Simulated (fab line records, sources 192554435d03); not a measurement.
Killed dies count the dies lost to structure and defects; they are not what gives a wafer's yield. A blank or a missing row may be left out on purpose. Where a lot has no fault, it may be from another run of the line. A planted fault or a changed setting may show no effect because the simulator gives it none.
Chamber matching | flow n5 finfet | 4 sister chambers for N5_BEOL_M0_STRIP_104 on rie diel-05
The step strips in N2/H2. 4 wafers are shown with their chamber, then 8 later ones without.

== WAFERS WITH THEIR CHAMBER ==
wafer  | chamber | throttle valve pct (%)
L077.2 | 0       | 23.49
L082.4 | 2       | 23.88
L082.5 | 1       | 23.38
L083.1 | 3       | 24.37

== WAFERS WHOSE CHAMBER IS MISSING ==
wafer  | throttle valve pct (%)
L083.3 | 23.30
L083.4 | 23.89
L089.2 | 23.53
L089.3 | 24.37
L089.4 | 23.36
L095.2 | 23.60
L095.3 | 23.99
L095.6 | 23.56

== CHAMBER TAKEN BY EACH ==
wafer  | from the rows above     | in truth
L083.3 | can't be placed: 1 or 0 | 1
L083.4 | 2                       | 2
L089.2 | can't be placed: 0 or 1 | 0
L089.3 | 3                       | 3
L089.4 | can't be placed: 1 or 0 | 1
L095.2 | can't be placed: 0 or 1 | 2
L095.3 | 2                       | 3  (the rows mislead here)
L095.6 | can't be placed: 0 or 1 | 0
Placed correctly: 2 of 8. These rows do not allow placing 5 (true chamber among the candidates in 4). Number placed wrongly: 1.
How it was worked out, from the rows above alone: a wafer's distance from a chamber is the root of the sum, over the readings, of the square of ((its reading less the chamber's mean) divided by the reading's scatter). The wafer belongs to the nearest chamber; if the next one is less than 2 further off, it can't be placed. Each chamber's mean is taken over the wafers shown for it. The scatter (one wafer shown for each chamber): square how far every hidden wafer sits from the nearest shown wafer, average those squares and take the square root.
